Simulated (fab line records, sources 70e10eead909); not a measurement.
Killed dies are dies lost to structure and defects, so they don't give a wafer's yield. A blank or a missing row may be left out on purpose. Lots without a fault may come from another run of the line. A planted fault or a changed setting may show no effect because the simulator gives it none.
Which tool did it? | flow nand_harc | 6 lots, 18 wafers sampled, at 3 steps of a route of 1302

WHAT THE GAUGES READ, wafer by wafer
NHARC_P_M2_CD_MEAS_09: target cd 170 nm.
lot  | measured     | on        | cd_nm (nm)
L819 | day 6 20:21  | cd_sem-02 | 169.8 169.8 170.4
L823 | day 8 13:41  | cd_sem-01 | 170.6 169.9 169.6
L825 | day 9 05:26  | cd_sem-03 | 170.4 170.7 170.6
L827 | day 10 00:07 | cd_sem-01 | 170.4 169.8 170.5
L837 | day 14 08:46 | cd_sem-03 | 170.1 169.8 169.7
L840 | day 15 09:31 | cd_sem-03 | 169.0 169.9 169.1

WHICH TOOL RAN EACH LOT (tool, then ch and the chambers of the sampled wafers, then the start)
lot  | NHARC_P_M1_PVD_20                       | NHARC_P_M2_EXPOSE_06
L819 | pvd_sputter-03, day 6 20:13 or earlier  | arfi_scanner-03 ch 0, day 6 20:13
L823 | pvd_sputter-02, day 8 13:33 or earlier  | arfi_scanner-01 ch 0, day 8 13:33
L825 | pvd_sputter-01, day 9 05:18 or earlier  | arfi_scanner-01 ch 0, day 9 05:18
L827 | pvd_sputter-02, day 9 23:59 or earlier  | arfi_scanner-03 ch 0, day 9 23:59
L837 | pvd_sputter-02, day 14 08:38 or earlier | arfi_scanner-02 ch 0, day 14 08:38
L840 | pvd_sputter-03, day 15 09:22 or earlier | arfi_scanner-01 ch 0, day 15 09:22
- NHARC_P_M1_PVD_20: deposits TaN, target thk 5 nm, time 8.06 s.
- NHARC_P_M2_EXPOSE_06: exposes mask P M2, target cd 170 nm.

THE ANSWER, worked out from the rows above alone
Rule: what is usual is taken from the lots themselves. Put in order of their means at a reading, lots are off if they are a third of the lots or fewer, leave a main group of 4 or more, and stand apart from it by a gap of 3 or more times the standard deviation of the main group's means; of several such gaps the widest counts. A main group whose means are all the same, to the digits that the tables above print for the reading, isn't used. A lot without any number at a reading at which 4 lots or more have one is off too. The other lots that the step has rows for count as sound.
No lot is off at any reading shown: from this, nothing can be told.

WHAT THE SIMULATOR HAD PUT IN
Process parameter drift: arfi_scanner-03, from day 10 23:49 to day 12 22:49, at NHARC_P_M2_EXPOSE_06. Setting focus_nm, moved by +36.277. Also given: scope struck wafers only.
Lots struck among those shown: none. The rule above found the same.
